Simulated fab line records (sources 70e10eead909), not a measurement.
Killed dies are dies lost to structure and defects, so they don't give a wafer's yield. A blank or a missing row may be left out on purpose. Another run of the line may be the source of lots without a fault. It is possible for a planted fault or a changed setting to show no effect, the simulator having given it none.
fab line records	flow nand_harc
record lots=24	wafers=72	last_day=24
route steps=1159 shown A_STAIRCASE@734 A_SGD_CUT@758 A_SLIT@781 A_WL_FILL@822
lots that met no fault: taken from a fault-free run of the same line
start_h: hours from the record's opening day to when the first of the lot's shown wafers began	wait_h: hours since the lot's step before	" same as the row above	L1.1+2: several wafers, shown together as one row	- value missing, or start not given	* or withheld: withheld	< > ~ a bound
route shown NAME@n: a module of which the file shows steps, and the number in the route of the first	usual: the fault-free wafers' mean and standard deviation	same: alike in all rows	chamber/n: place in a boat	sites: per-site readings	_std_site: the values' standard deviation	_edge_site: outer sites' mean less inner sites'	radius_mm: for every site, how far away it sits from the centre of the wafer	mask NAME#n: copy n	behind: tool/chamber where the wafer was last shaped	hold: why the lot went on hold/how many hours it stayed there/how the hold came to an end	device: the transistor (n, p or np) that didn't switch	end of line: tests run on the same wafers once the route is complete	for a step that has no rows: nothing shown but its recipe	killed: dies lost to structure and defects at the first sort, not the wafer's yield	map: a wafer's dies, x killed, . not, _ none there
set.NAME: the setting that was run; set.NAME@STEP: the one run at that earlier step	model.NAME: the simulator's own value behind a step, which no gauge read
the route's steps for a sample of lots (tables are steps, rows are wafers)
services: from which hour (start_h, from the record's first day; less than 0 if before it) a tool's chamber was out of use, for how many hours, and why
## steps
# step NHARC_A_STAIRCASE_CMP_152
# usual motor_current_A=12.4/1.1	retaining_ring_pressure_frac=1.000/0.0047
lot.wafer	tool	chamber	start_h	wait_h	motor_current_A	retaining_ring_pressure_frac
L075.2	cmp-02	0	312.03	0.1	12.4	1.001
L075.4	"	1	"	"	11.4	0.995
L075.3	"	3	"	"	13.0	0.993
L076.1	cmp-03	0	312.31	0.1	13.7	0.993
L076.2	"	2	"	"	14.0	1.005
L076.4	"	3	"	"	12.0	0.996
L074.1	cmp-02	3	312.35	0.1	12.6	1.004
L074.6	"	2	"	"	12.4	1.002
L074.5	"	3	"	"	12.4	1.008
L079.3	cmp-01	1	321.05	0.1	13.3	1.004
L079.2	"	0	"	"	12.5	1.003
L079.6	"	2	"	"	11.6	1.001
L078.3	cmp-03	1	321.19	0.1	10.8	1.004
L078.5	"	2	"	"	14.5	1.001
L078.6	"	3	"	"	11.5	1.002
L077.3	cmp-02	2	322.53	0.1	13.4	0.996
L077.2	"	3	"	"	13.1	1.000
L077.5	"	0	"	"	12.6	0.996
L080.2	cmp-02	3	334.92	0.1	12.5	0.995
L080.1	"	1	"	"	10.6	1.004
L080.6	"	2	"	"	12.8	0.999
L082.4	cmp-03	0	335.12	0.1	13.2	1.010
L082.3	"	1	"	"	11.0	0.998
L082.6	"	3	"	"	11.1	1.002
L081.3	cmp-02	3	347.84	0.1	13.1	0.999
L081.2	"	0	"	"	12.6	1.000
L081.5	"	3	"	"	12.6	1.005
L084.4	cmp-02	2	360.87	0.1	12.7	0.995
L084.1	"	0	"	"	12.8	1.012
L084.5	"	3	"	"	12.7	1.003
L083.2	cmp-01	3	360.95	0.1	11.7	1.002
L083.5	"	1	"	"	12.9	0.991
L083.6	"	2	"	"	11.9	1.003
L087.3	cmp-01	0	381.00	0.1	12.7	0.999
L087.2	"	1	"	"	14.4	1.003
L087.4	"	2	"	"	11.4	1.001
L085.2	cmp-03	1	381.09	0.1	10.6	1.010
L085.3	"	0	"	"	13.2	0.998
L085.6	"	2	"	"	14.7	1.002
L088.4	cmp-03	0	382.74	0.1	13.2	0.998
L088.1	"	3	"	"	11.3	1.000
L088.5	"	1	"	"	10.8	1.001
L086.3	cmp-01	1	384.51	0.1	13.6	1.002
L086.4	"	3	"	"	11.6	1.003
L086.5	"	1	"	"	12.9	0.995
L089.3	cmp-01	1	394.45	0.1	13.7	1.006
L089.2	"	2	"	"	11.5	1.003
L089.6	"	3	"	"	12.0	1.001
L091.4	cmp-02	0	398.16	0.1	12.7	0.994
L091.2	"	1	"	"	10.9	1.000
L091.3	"	2	"	"	12.2	0.993
L090.3	cmp-03	0	398.34	0.1	13.1	0.995
L090.1	"	3	"	"	11.4	1.003
L090.5	"	1	"	"	10.2	0.998
L094.4	cmp-01	2	411.11	0.1	11.0	1.006
L094.1	"	0	"	"	13.3	0.996
L094.6	"	1	"	"	12.3	1.007
L093.1	cmp-03	2	411.50	0.1	15.0	1.002
L093.5	"	1	"	"	10.9	0.994
L093.6	"	2	"	"	14.4	0.999
L092.1	cmp-03	2	425.22	0.1	13.5	1.004
L092.4	"	3	"	"	11.6	1.005
L092.2	"	1	"	"	10.6	1.005
L095.2	cmp-02	0	439.28	0.1	13.2	0.993
L095.3	"	2	"	"	12.1	1.003
L095.6	"	3	"	"	12.3	1.000
L096.3	cmp-03	2	449.66	0.1	13.5	1.008
L096.4	"	3	"	"	11.6	0.995
L096.6	"	1	"	"	10.9	1.008
L097.2	cmp-02	1	450.08	0.1	11.2	1.004
L097.3	"	2	"	"	12.6	1.002
L097.5	"	2	"	"	13.0	1.006
# step NHARC_A_SGD_CUT_CD_MEAS_09
# recipe target_cd_nm=100	landing_energy_ev=500
# usual cd_nm=99.8/0.68
lot.wafer	tool	chamber	start_h	wait_h	cd_nm
L075.2	cd_sem-02	0	314.54	-	98.8
L075.3	"	0	"	"	99.3
L075.4	"	0	"	"	99.9
L076.1	cd_sem-02	0	314.70	-	99.7
L076.2	"	0	"	"	100.5
L076.4	"	0	"	"	100.8
L074.1	cd_sem-01	0	314.88	-	99.9
L074.5	"	0	"	"	100.3
L074.6	"	0	"	"	100.2
L079.2	cd_sem-03	0	323.62	-	99.4
L079.3	"	0	"	"	99.6
L079.6	"	0	"	"	99.5
L078.3	cd_sem-03	0	323.78	-	100.0
L078.5	"	0	"	"	99.2
L078.6	"	0	"	"	99.9
L077.2	cd_sem-01	0	325.10	-	99.2
L077.3	"	0	"	"	100.4
L077.5	"	0	"	"	99.6
L080.1	cd_sem-01	0	337.62	-	99.0
L080.2	"	0	"	"	98.6
L080.6	"	0	"	"	98.5
L082.3	cd_sem-01	0	337.78	-	99.8
L082.4	"	0	"	"	99.5
L082.6	"	0	"	"	100.5
L081.2	cd_sem-02	0	350.22	-	100.3
L081.3	"	0	"	"	100.5
L081.5	"	0	"	"	101.0
L084.1	cd_sem-03	0	363.86	-	99.3
L084.4	"	0	"	"	98.8
L084.5	"	0	"	"	100.0
L083.2	cd_sem-01	0	364.01	-	100.1
L083.5	"	0	"	"	99.6
L083.6	"	0	"	"	99.8
L087.2	cd_sem-03	0	383.75	-	100.2
L087.3	"	0	"	"	98.8
L087.4	"	0	"	"	99.2
L085.2	cd_sem-02	0	383.90	-	99.3
L085.3	"	0	"	"	99.0
L085.6	"	0	"	"	99.6
L088.1	cd_sem-03	0	385.30	-	100.2
L088.4	"	0	"	"	99.0
L088.5	"	0	"	"	100.0
L086.3	cd_sem-02	0	387.24	-	100.5
L086.4	"	0	"	"	99.8
L086.5	"	0	"	"	100.1
L089.2	cd_sem-01	0	397.41	-	99.9
L089.3	"	0	"	"	99.4
L089.6	"	0	"	"	99.7
L091.2	cd_sem-01	0	400.69	-	100.5
L091.3	"	0	"	"	100.3
L091.4	"	0	"	"	99.6
L090.1	cd_sem-02	0	400.93	-	101.0
L090.3	"	0	"	"	100.8
L090.5	"	0	"	"	100.7
L094.1	cd_sem-01	0	413.68	-	100.4
L094.4	"	0	"	"	101.4
L094.6	"	0	"	"	100.4
L093.1	cd_sem-01	0	413.97	-	98.5
L093.5	"	0	"	"	98.5
L093.6	"	0	"	"	99.5
L092.1	cd_sem-01	0	427.81	-	100.0
L092.2	"	0	"	"	101.2
L092.4	"	0	"	"	100.6
L095.2	cd_sem-03	0	441.82	-	99.0
L095.3	"	0	"	"	100.4
L095.6	"	0	"	"	100.8
L096.3	cd_sem-02	0	452.12	-	99.8
L096.4	"	0	"	"	99.8
L096.6	"	0	"	"	100.6
L097.2	cd_sem-02	0	452.65	-	100.3
L097.3	"	0	"	"	99.1
L097.5	"	0	"	"	100.7
# step NHARC_A_SGD_CUT_INSPECT_25
# usual raw_defect_count=294/78
lot.wafer	tool	chamber	start_h	wait_h	raw_defect_count
L074.1	defect_inspect-01	-	321.12	-	217
L074.5	"	-	"	"	243
L074.6	"	-	"	"	269
L075.2	defect_inspect-02	-	321.13	-	264
L075.3	"	-	"	"	304
L075.4	"	-	"	"	336
L076.1	defect_inspect-01	-	321.16	-	206
L076.2	"	-	"	"	242
L076.4	"	-	"	"	347
L078.3	defect_inspect-02	-	330.01	-	382
L078.5	"	-	"	"	443
L078.6	"	-	"	"	336
L079.2	defect_inspect-02	-	330.09	-	335
L079.3	"	-	"	"	215
L079.6	"	-	"	"	281
L077.2	defect_inspect-02	-	330.15	-	316
L077.3	"	-	"	"	258
L077.5	"	-	"	"	220
L080.1	defect_inspect-01	-	344.04	-	195
L080.2	"	-	"	"	189
L080.6	"	-	"	"	219
L082.3	defect_inspect-02	-	344.05	-	293
L082.4	"	-	"	"	468
L082.6	"	-	"	"	306
L081.2	defect_inspect-01	-	356.79	-	420
L081.3	"	-	"	"	445
L081.5	"	-	"	"	475
L083.2	defect_inspect-02	-	371.95	-	268
L083.5	"	-	"	"	344
L083.6	"	-	"	"	356
L084.1	defect_inspect-01	-	371.97	-	187
L084.4	"	-	"	"	228
L084.5	"	-	"	"	183
L087.2	defect_inspect-01	-	390.32	-	282
L087.3	"	-	"	"	397
L087.4	"	-	"	"	293
L085.2	defect_inspect-01	-	390.35	-	359
L085.3	"	-	"	"	311
L085.6	"	-	"	"	298
L088.1	defect_inspect-02	-	390.40	-	259
L088.4	"	-	"	"	390
L088.5	"	-	"	"	297
L086.3	defect_inspect-01	-	395.31	-	180
L086.4	"	-	"	"	220
L086.5	"	-	"	"	183
L089.2	defect_inspect-02	-	404.10	-	286
L089.3	"	-	"	"	262
L089.6	"	-	"	"	239
L090.1	defect_inspect-02	-	409.93	-	273
L090.3	"	-	"	"	374
L090.5	"	-	"	"	339
L091.2	defect_inspect-01	-	410.06	-	185
L091.3	"	-	"	"	250
L091.4	"	-	"	"	181
L093.1	defect_inspect-02	-	420.29	-	312
L093.5	"	-	"	"	283
L093.6	"	-	"	"	252
L094.1	defect_inspect-01	-	420.30	-	302
L094.4	"	-	"	"	317
L094.6	"	-	"	"	266
L092.1	defect_inspect-02	-	435.62	-	359
L092.2	"	-	"	"	308
L092.4	"	-	"	"	322
L095.2	defect_inspect-01	-	448.39	-	430
L095.3	"	-	"	"	338
L095.6	"	-	"	"	334
L096.3	defect_inspect-01	-	458.49	-	251
L096.4	"	-	"	"	246
L096.6	"	-	"	"	285
L097.2	defect_inspect-01	-	458.61	-	350
L097.3	"	-	"	"	349
L097.5	"	-	"	"	327
# step NHARC_A_SLIT_DEP_23
# recipe target_thk_a=1000	target_thk_nm=100	temp_c=400	pressure_torr=3.5	flow_sccm=200	rf_w=350	material=SiON
# usual chamber_pressure_Torr=3.500/0.0076	heater_power_w=755/89	susceptor_temp_C=400.00/0.22
lot.wafer	tool	chamber	start_h	wait_h	chamber_pressure_Torr	heater_power_w	susceptor_temp_C
L074.1	pecvd-03	1	323.55	1.7	3.489	716	399.74
L074.6	"	1	"	"	3.492	733	399.96
L074.5	"	2	"	"	3.508	739	399.88
L076.2	pecvd-04	2	323.57	1.4	3.504	725	400.08
L076.1	"	0	"	"	3.505	698	400.04
L076.4	"	1	"	"	3.508	765	400.41
L075.3	pecvd-03	2	323.69	1.2	3.498	787	400.30
L075.2	"	1	"	"	3.503	758	399.83
L075.4	"	2	"	"	3.488	806	400.17
L078.3	pecvd-04	2	332.91	1.0	3.505	862	400.31
L078.6	"	1	"	"	3.498	880	400.19
L078.5	"	2	"	"	3.509	851	400.06
L079.2	pecvd-03	2	333.64	1.4	3.503	710	400.22
L079.3	"	0	"	"	3.498	727	399.93
L079.6	"	0	"	"	3.504	757	399.72
L077.2	pecvd-02	1	333.72	1.4	3.499	610	400.05
L077.3	"	2	"	"	3.493	760	400.42
L077.5	"	2	"	"	3.498	754	399.79
L080.1	pecvd-04	1	346.46	1.7	3.506	887	399.62
L080.2	"	2	"	"	3.512	880	399.73
L080.6	"	1	"	"	3.492	867	399.92
L082.3	pecvd-04	2	346.69	1.1	3.488	866	399.53
L082.6	"	0	"	"	3.489	743	399.88
L082.4	"	2	"	"	3.518	877	399.54
L081.2	pecvd-04	1	361.91	1.3	3.494	844	399.84
L081.3	"	2	"	"	3.505	770	399.59
L081.5	"	0	"	"	3.501	679	399.98
L084.1	pecvd-04	0	375.19	1.6	3.507	652	399.68
L084.4	"	1	"	"	3.492	902	399.92
L084.5	"	2	"	"	3.490	854	400.07
L083.2	pecvd-02	2	375.21	1.4	3.492	807	399.91
L083.5	"	1	"	"	3.497	621	400.13
L083.6	"	0	"	"	3.497	603	399.65
L087.3	pecvd-04	2	392.72	1.0	3.507	741	399.77
L087.2	"	0	"	"	3.503	669	399.74
L087.4	"	1	"	"	3.497	832	400.02
L085.3	pecvd-03	2	392.78	1.0	3.497	771	400.43
L085.2	"	0	"	"	3.499	764	399.66
L085.6	"	1	"	"	3.502	644	400.15
L088.1	pecvd-04	2	393.97	1.6	3.491	839	400.17
L088.4	"	0	"	"	3.498	762	399.85
L088.5	"	1	"	"	3.500	864	400.31
L086.3	pecvd-04	2	399.16	1.0	3.499	779	399.92
L086.5	"	1	"	"	3.497	850	400.22
L086.4	"	0	"	"	3.506	774	399.74
L089.2	pecvd-03	0	406.53	1.4	3.504	808	400.01
L089.3	"	2	"	"	3.501	816	399.74
L089.6	"	0	"	"	3.498	810	399.77
L090.1	pecvd-02	1	415.50	1.7	3.497	579	400.15
L090.3	"	1	"	"	3.489	593	400.06
L090.5	"	0	"	"	3.495	674	400.02
L091.3	pecvd-04	1	416.99	1.0	3.502	814	399.94
L091.2	"	2	"	"	3.499	869	400.14
L091.4	"	0	"	"	3.498	768	399.70
L093.1	pecvd-04	0	422.71	1.7	3.496	701	400.35
L093.6	"	1	"	"	3.492	758	400.32
L093.5	"	2	"	"	3.509	795	400.07
L094.1	pecvd-02	1	423.51	1.7	3.499	662	400.13
L094.4	"	1	"	"	3.498	653	399.97
L094.6	"	0	"	"	3.511	585	400.11
L092.1	pecvd-04	2	438.01	1.7	3.491	794	400.42
L092.2	"	1	"	"	3.503	875	399.75
L092.4	"	2	"	"	3.499	819	400.20
L095.3	pecvd-02	0	450.95	1.0	3.495	688	400.42
L095.2	"	1	"	"	3.491	638	399.85
L095.6	"	2	"	"	3.510	850	400.41
L096.3	pecvd-02	1	461.59	1.1	3.498	585	399.75
L096.4	"	2	"	"	3.516	851	400.05
L096.6	"	1	"	"	3.499	571	399.63
L097.2	pecvd-04	0	462.81	1.3	3.511	758	400.05
L097.3	"	1	"	"	3.498	828	400.21
L097.5	"	0	"	"	3.496	764	400.41
# step NHARC_A_SLIT_ETCH_26
# recipe bias_v=400	source_w=2000	pressure_mtorr=25	time_s=90	ar_flow_sccm=375	c4f8_flow_sccm=41.7	o2_flow_sccm=83.3	target_depth_a=4000	chemistry=C4F8/O2/Ar
# usual drypump_motor_current_A=5.8/0.6	o2_flow_sccm=83.27/0.28	showerhead_plenum_p_Torr=3.75/0.098	throttle_valve_pct=27.619/0.0097
lot.wafer	tool	chamber	start_h	wait_h	drypump_motor_current_A	o2_flow_sccm	rf_hours_counter_h	showerhead_plenum_p_Torr	throttle_valve_pct
L076.2	har_etch-01	0	326.68	1.3	6.3	83.70	1	3.84	27.609
L076.1	"	1	"	"	4.9	83.08	1	3.84	27.608
L076.4	"	1	"	"	4.9	83.02	-	3.84	27.611
L074.1	har_etch-02	0	326.74	1.0	6.2	83.67	174	3.61	27.634
L074.5	"	1	"	"	6.0	83.68	-	3.64	27.610
L074.6	"	0	"	"	6.2	83.46	-	3.61	27.615
L075.2	har_etch-01	1	328.36	1.2	4.9	83.21	3	3.84	27.622
L075.4	"	1	"	"	4.9	83.10	-	3.84	27.623
L075.3	"	0	"	"	6.3	83.16	-	3.84	27.606
L078.3	har_etch-01	1	339.51	0.8	4.9	83.26	-	3.83	27.611
L078.5	"	1	"	"	4.9	83.04	-	3.83	27.632
L078.6	"	0	"	"	6.3	83.31	-	3.83	27.628
L079.2	har_etch-01	1	341.16	1.0	4.9	83.15	14	3.83	27.621
L079.3	"	0	"	"	6.3	83.28	-	3.83	27.630
L079.6	"	0	"	"	6.3	83.02	-	3.83	27.613
L077.2	har_etch-02	1	342.31	1.2	6.0	83.17	187	3.63	27.617
L077.3	"	0	"	"	6.2	83.22	-	3.61	27.621
L077.5	"	1	"	"	6.0	83.43	-	3.63	27.639
L080.2	har_etch-01	1	349.55	1.2	4.9	83.24	15	3.83	27.616
L080.1	"	0	"	"	6.3	82.83	15	3.83	27.622
L080.6	"	0	"	"	6.3	82.92	-	3.83	27.610
L082.4	har_etch-02	1	349.97	0.8	5.9	82.69	-	3.63	27.620
L082.3	"	0	"	"	6.2	83.38	-	3.61	27.614
L082.6	"	1	"	"	5.9	82.80	-	3.63	27.634
L081.2	har_etch-02	1	365.01	1.2	6.0	83.38	190	3.63	27.614
L081.3	"	1	"	"	6.0	83.57	-	3.63	27.613
L081.5	"	1	"	"	6.0	83.75	-	3.63	27.627
L083.2	har_etch-01	0	378.44	1.2	6.3	83.11	28	3.82	27.615
L083.5	"	0	"	"	6.3	82.80	-	3.82	27.617
L083.6	"	1	"	"	4.9	83.42	-	3.82	27.614
L084.1	har_etch-02	1	379.91	1.0	6.0	83.52	200	3.62	27.614
L084.4	"	0	"	"	6.2	83.03	-	3.60	27.609
L084.5	"	1	"	"	6.0	82.96	-	3.62	27.621
L087.2	har_etch-01	0	395.85	1.0	6.3	83.13	34	3.82	27.609
L087.4	"	1	"	"	4.9	83.38	-	3.82	27.624
L087.3	"	0	"	"	6.3	83.27	-	3.82	27.625
L085.2	har_etch-02	0	396.01	1.3	6.2	83.41	205	3.60	27.613
L085.3	"	1	"	"	6.0	83.38	-	3.62	27.613
L085.6	"	0	"	"	6.2	83.29	-	3.60	27.620
L088.1	har_etch-01	0	397.50	1.2	6.3	83.08	35	3.82	27.615
L088.4	"	0	"	"	6.3	83.00	-	3.82	27.624
L088.5	"	1	"	"	4.9	83.48	-	3.82	27.605
L086.3	har_etch-01	0	403.69	0.8	6.3	83.11	-	3.81	27.631
L086.4	"	1	"	"	5.0	82.95	-	3.82	27.627
L086.5	"	0	"	"	6.3	82.90	-	3.82	27.622
L089.2	har_etch-01	1	409.52	1.2	4.9	83.45	42	3.81	27.634
L089.3	"	1	"	"	4.9	83.47	-	3.81	27.626
L089.6	"	0	"	"	6.3	83.28	-	3.81	27.622
L090.1	har_etch-02	1	419.61	1.0	6.0	83.19	218	3.61	27.628
L090.3	"	1	"	"	6.0	83.09	-	3.61	27.627
L090.5	"	1	"	"	6.0	82.98	-	3.61	27.633
L091.2	har_etch-01	0	421.00	1.0	6.3	82.76	48	3.81	27.607
L091.4	"	1	"	"	5.0	83.48	-	3.81	27.628
L091.3	"	0	"	"	6.3	83.00	-	3.81	27.607
L093.1	har_etch-02	1	425.87	1.3	6.0	83.43	220	3.61	27.635
L093.5	"	1	"	"	6.0	83.28	-	3.61	27.626
L093.6	"	0	"	"	6.2	83.72	-	3.59	27.632
L094.1	har_etch-01	1	426.64	1.2	5.0	83.09	49	3.81	27.626
L094.4	"	0	"	"	6.3	83.06	-	3.81	27.596
L094.6	"	1	"	"	5.0	83.29	-	3.81	27.607
L092.2	har_etch-01	0	441.12	1.2	6.3	83.66	55	3.81	27.603
L092.1	"	1	"	"	4.9	83.90	55	3.81	27.633
L092.4	"	0	"	"	6.3	83.59	-	3.81	27.599
L095.2	har_etch-01	0	454.10	1.0	6.3	83.72	56	3.81	27.617
L095.3	"	0	"	"	6.3	83.38	-	3.81	27.614
L095.6	"	0	"	"	6.3	83.37	-	3.81	27.632
L096.3	har_etch-01	1	467.87	0.8	4.9	83.16	-	3.80	27.617
L096.4	"	0	"	"	6.3	83.48	-	3.80	27.611
L096.6	"	1	"	"	4.9	83.08	-	3.80	27.612
L097.2	har_etch-01	0	469.49	1.3	6.3	83.34	67	3.80	27.605
L097.3	"	0	"	"	6.3	82.98	-	3.80	27.614
L097.5	"	1	"	"	4.9	83.32	-	3.80	27.629
# step NHARC_A_WL_FILL_ALD_10
# recipe target_thk_a=500	pulse_time_s=10	ald_cycles=500	temp_c=300	material=SiO2
# usual heater_power_w=460/32	precursor_pulse_height_rel=1.002/0.019	susceptor_temp_C=299.96/0.18
lot.wafer	tool	chamber	start_h	wait_h	heater_power_w	precursor_pulse_height_rel	susceptor_temp_C
L075.4	ald_hk-02	0	346.56	0.0	461	0.994	299.84
L075.2	"	1	"	"	471	1.016	299.69
L075.3	"	3	348.11	1.6	466	0.988	299.97
L076.2	ald_hk-01	0	346.57	0.1	390	1.016	299.86
L076.1	"	2	347.61	1.1	481	1.018	299.87
L076.4	"	3	"	"	471	1.009	300.07
L074.1	ald_hk-04	3	347.86	1.3	481	0.963	299.91
L074.6	"	1	348.90	2.4	530	1.005	300.01
L074.5	"	2	"	"	502	0.985	299.91
L079.2	ald_hk-01	3	365.30	1.1	466	1.000	300.13
L079.3	"	0	"	"	387	1.016	300.13
L079.6	"	2	366.85	2.6	474	0.997	299.90
L078.3	ald_hk-02	0	365.31	1.1	472	1.011	299.87
L078.5	"	2	366.36	2.1	447	0.983	300.14
L078.6	"	3	"	"	460	1.010	299.82
L077.3	ald_hk-01	1	368.14	0.6	468	0.993	299.95
L077.2	"	2	"	"	478	0.997	299.94
L077.5	"	1	370.20	2.6	471	1.021	300.03
L082.4	ald_hk-04	3	375.66	0.1	482	1.016	300.13
L082.3	"	2	377.20	1.6	491	1.020	299.96
L082.6	"	0	378.23	2.6	421	1.008	300.19
L080.1	ald_hk-02	0	376.66	1.0	454	1.003	299.95
L080.2	"	3	378.21	2.6	465	0.979	299.93
L080.6	"	1	379.25	3.6	457	1.015	299.96
L081.2	ald_hk-02	2	384.55	0.6	436	0.988	300.22
L081.3	"	3	"	"	459	1.001	299.74
L081.5	"	1	386.12	2.1	479	1.011	300.08
L084.1	ald_hk-01	3	404.11	0.1	476	0.954	299.78
L084.4	"	2	405.68	1.6	476	1.013	300.16
L084.5	"	0	406.73	2.7	394	1.034	299.91
L083.2	ald_hk-02	2	405.65	1.6	443	0.994	300.07
L083.5	"	3	"	"	470	1.016	299.90
L083.6	"	0	"	"	465	0.982	299.82
L085.3	ald_hk-02	1	415.20	0.0	476	0.981	299.82
L085.2	"	3	416.23	1.1	464	1.004	300.00
L085.6	"	2	417.78	2.6	443	0.994	300.08
L088.1	ald_hk-04	1	418.04	2.9	516	0.965	300.07
L088.4	"	3	419.09	3.9	487	0.963	299.97
L088.5	"	2	420.67	5.5	492	0.998	299.50
L087.4	ald_hk-02	2	418.30	3.1	441	0.962	299.91
L087.3	"	3	"	"	468	0.985	299.59
L087.2	"	0	"	"	461	0.965	299.90
L086.3	ald_hk-02	2	424.13	1.4	446	0.982	299.86
L086.4	"	1	425.67	3.0	462	1.022	299.97
L086.5	"	2	"	"	440	0.990	300.18
L089.3	ald_hk-02	1	432.03	0.0	468	0.979	300.10
L089.2	"	2	"	"	448	0.986	299.87
L089.6	"	2	434.63	2.6	440	0.979	299.96
L091.4	ald_hk-02	2	442.30	0.0	442	1.017	299.87
L091.3	"	3	"	"	469	0.998	300.12
L091.2	"	1	443.83	1.6	465	1.010	300.04
L090.1	ald_hk-04	3	442.30	0.1	501	1.018	300.13
L090.3	"	1	443.33	1.1	511	1.027	299.74
L090.5	"	0	444.87	2.6	422	1.033	300.20
L093.1	ald_hk-02	0	447.27	1.1	479	1.004	299.89
L093.6	"	2	448.30	2.1	437	1.013	300.02
L093.5	"	3	"	"	467	0.972	299.97
L094.1	ald_hk-01	0	448.88	2.7	363	1.015	299.92
L094.4	"	3	450.42	4.2	455	0.987	299.89
L094.6	"	1	451.45	5.2	491	1.008	300.25
L092.4	ald_hk-01	3	463.20	0.1	446	0.996	300.09
L092.1	"	0	"	"	373	1.028	299.74
L092.2	"	2	464.75	1.6	488	1.032	300.21
L095.2	ald_hk-02	2	475.28	1.5	405	0.996	299.99
L095.3	"	3	"	"	474	0.967	299.78
L095.6	"	1	476.81	3.0	465	1.008	299.95
L097.2	ald_hk-02	0	487.34	0.3	474	1.011	300.30
L097.3	"	1	"	"	480	0.963	300.15
L097.5	"	1	489.92	2.9	465	1.016	300.02
L096.3	ald_hk-04	3	487.36	0.3	502	1.013	-
L096.4	"	1	488.37	1.3	506	0.972	-
L096.6	"	3	489.38	2.3	499	0.990	-
## services
tool	chamber	start_h	hours	kind
cmp-01	-	298.78	5.0	repair
har_etch-01	-	305.17	17.0	pm
cmp-02	-	314.15	4.1	repair
pecvd-04	-	328.09	0.9	repair
pecvd-02	-	334.00	13.0	pm
pecvd-04	-	335.24	0.7	repair
cmp-03	-	352.17	4.0	pm
ald_hk-01	-	354.24	0.7	repair
cmp-02	-	369.01	4.0	pm
cmp-01	-	376.13	4.0	pm
pecvd-04	-	376.32	13.0	pm
cmp-03	-	385.61	0.4	repair
cmp-01	-	393.03	0.5	repair
pecvd-02	2	403.67	6.9	repair
cmp-03	-	421.16	0.7	repair
cmp-02	-	424.44	1.6	repair
cmp-03	-	438.71	4.2	repair
cmp-02	-	441.75	1.7	repair
cmp-03	-	446.75	0.5	repair
cmp-03	-	450.17	4.0	pm
ald_hk-02	-	453.20	1.2	repair
ald_hk-02	-	458.15	10.0	pm
cmp-03	-	463.04	2.2	repair
cmp-02	-	467.01	4.0	pm
## key
fault none
